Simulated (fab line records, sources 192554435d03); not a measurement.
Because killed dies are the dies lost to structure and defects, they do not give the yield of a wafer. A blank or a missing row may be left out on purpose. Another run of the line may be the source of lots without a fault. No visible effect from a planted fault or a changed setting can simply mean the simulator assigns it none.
The tool behind it: which one? || flow n5-finfet || 11 lots, 30 wafers sampled, at 3 steps of a route of 1938

WHAT THE GAUGES SHOWED, per wafer
N5_WELL_APT_CD_MEAS_08: target cd 200 nm.
{"lot": "L618", "measured": "day 1 13:50", "on": "cd-sem-03", "cd-nm (nm)": "205.3 198.3 198.1"}
{"lot": "L619", "measured": "day 1 19:35", "on": "cd-sem-03", "cd-nm (nm)": "201.4 200.8"}
{"lot": "L622", "measured": "day 2 13:44", "on": "cd-sem-03", "cd-nm (nm)": "200.0 200.6 197.0"}
{"lot": "L623", "measured": "day 2 19:52", "on": "cd-sem-02", "cd-nm (nm)": "202.1 199.8 199.3"}
{"lot": "L624", "measured": "day 3 01:50", "on": "cd-sem-02", "cd-nm (nm)": "197.2 196.2 199.6"}
{"lot": "L625", "measured": "day 3 08:11", "on": "cd-sem-01", "cd-nm (nm)": "199.9 197.3"}
{"lot": "L627", "measured": "day 3 19:42", "on": "cd-sem-02", "cd-nm (nm)": "192.9 191.0"}
{"lot": "L634", "measured": "day 5 13:43", "on": "cd-sem-02", "cd-nm (nm)": "201.9 197.9 204.6"}
{"lot": "L637", "measured": "day 6 07:49", "on": "cd-sem-02", "cd-nm (nm)": "201.1 199.7 197.5"}
{"lot": "L640", "measured": "day 7 01:42", "on": "cd-sem-03", "cd-nm (nm)": "198.7 197.5 199.0"}
{"lot": "L641", "measured": "day 7 07:49", "on": "cd-sem-01", "cd-nm (nm)": "201.2 196.5 198.7"}

EACH LOT AND THE TOOL THAT RAN IT (in order: tool; ch and the chambers of the sampled wafers; start)
{"lot": "L618", "N5_ZERO_LAYER_STRIP_24": "plasma-asher-01 ch 0,1, day 1 13:03", "N5_WELL_APT_EXPOSE_05": "krf-scanner-02 ch 0, day 1 13:40"}
{"lot": "L619", "N5_ZERO_LAYER_STRIP_24": "plasma-asher-02 ch 0, day 1 18:53", "N5_WELL_APT_EXPOSE_05": "krf-scanner-02 ch 0, day 1 19:25"}
{"lot": "L622", "N5_ZERO_LAYER_STRIP_24": "plasma-asher-02 ch 0,1, day 2 13:04", "N5_WELL_APT_EXPOSE_05": "krf-scanner-01 ch 0, day 2 13:34"}
{"lot": "L623", "N5_ZERO_LAYER_STRIP_24": "plasma-asher-01 ch 0,1, day 2 19:04", "N5_WELL_APT_EXPOSE_05": "krf-scanner-02 ch 0, day 2 19:42"}
{"lot": "L624", "N5_ZERO_LAYER_STRIP_24": "plasma-asher-01 ch 0,1, day 3 01:01", "N5_WELL_APT_EXPOSE_05": "krf-scanner-01 ch 0, day 3 01:40"}
{"lot": "L625", "N5_ZERO_LAYER_STRIP_24": "plasma-asher-01 ch 0, day 3 07:32", "N5_WELL_APT_EXPOSE_05": "krf-scanner-01 ch 0, day 3 08:01"}
{"lot": "L627", "N5_ZERO_LAYER_STRIP_24": "plasma-asher-02 ch 0,1, day 3 19:01", "N5_WELL_APT_EXPOSE_05": "krf-scanner-01 ch 0, day 3 19:32"}
{"lot": "L634", "N5_ZERO_LAYER_STRIP_24": "plasma-asher-02 ch 0,1, day 5 13:03", "N5_WELL_APT_EXPOSE_05": "krf-scanner-02 ch 0, day 5 13:33"}
{"lot": "L637", "N5_ZERO_LAYER_STRIP_24": "plasma-asher-02 ch 0,1, day 6 07:01", "N5_WELL_APT_EXPOSE_05": "krf-scanner-02 ch 0, day 6 07:38"}
{"lot": "L640", "N5_ZERO_LAYER_STRIP_24": "plasma-asher-01 ch 0, day 7 00:53", "N5_WELL_APT_EXPOSE_05": "krf-scanner-02 ch 0, day 7 01:32"}
{"lot": "L641", "N5_ZERO_LAYER_STRIP_24": "plasma-asher-02 ch 0, day 7 07:01", "N5_WELL_APT_EXPOSE_05": "krf-scanner-01 ch 0, day 7 07:38"}
- N5_ZERO_LAYER_STRIP_24: strips in O2.
- N5_WELL_APT_EXPOSE_05: exposes mask NWELL, defocus 0 nm, target cd 200 nm.

THE ANSWER, worked out from the rows above alone
Rule: the lots themselves supply what counts as usual. Put in order of their means at a reading, lots are off if they are a third of the lots or fewer, leave a main group of 4 or more, and stand apart from it by a gap of 3 or more times the standard deviation of the main group's means; of several such gaps the widest counts. A main group is skipped when, at the precision printed for the reading in the tables above, its means are all equal. Also off: a lot with no number at a reading for which 4 or more lots have one. Where the step has rows for the other lots, those lots are counted as sound.
Off: L627 (N5_WELL_APT_CD_MEAS_08, cd-nm). The main group: mean 199.6 nm, standard deviation 1.2.
A tool fits if, at a process step before that reading, it ran every lot that is off, and no sound lot after the first of them. The gauges at N5_WELL_APT_CD_MEAS_08 are tried like those tools. None of those tried fits.

WHAT WAS PUT IN BY THE SIMULATOR
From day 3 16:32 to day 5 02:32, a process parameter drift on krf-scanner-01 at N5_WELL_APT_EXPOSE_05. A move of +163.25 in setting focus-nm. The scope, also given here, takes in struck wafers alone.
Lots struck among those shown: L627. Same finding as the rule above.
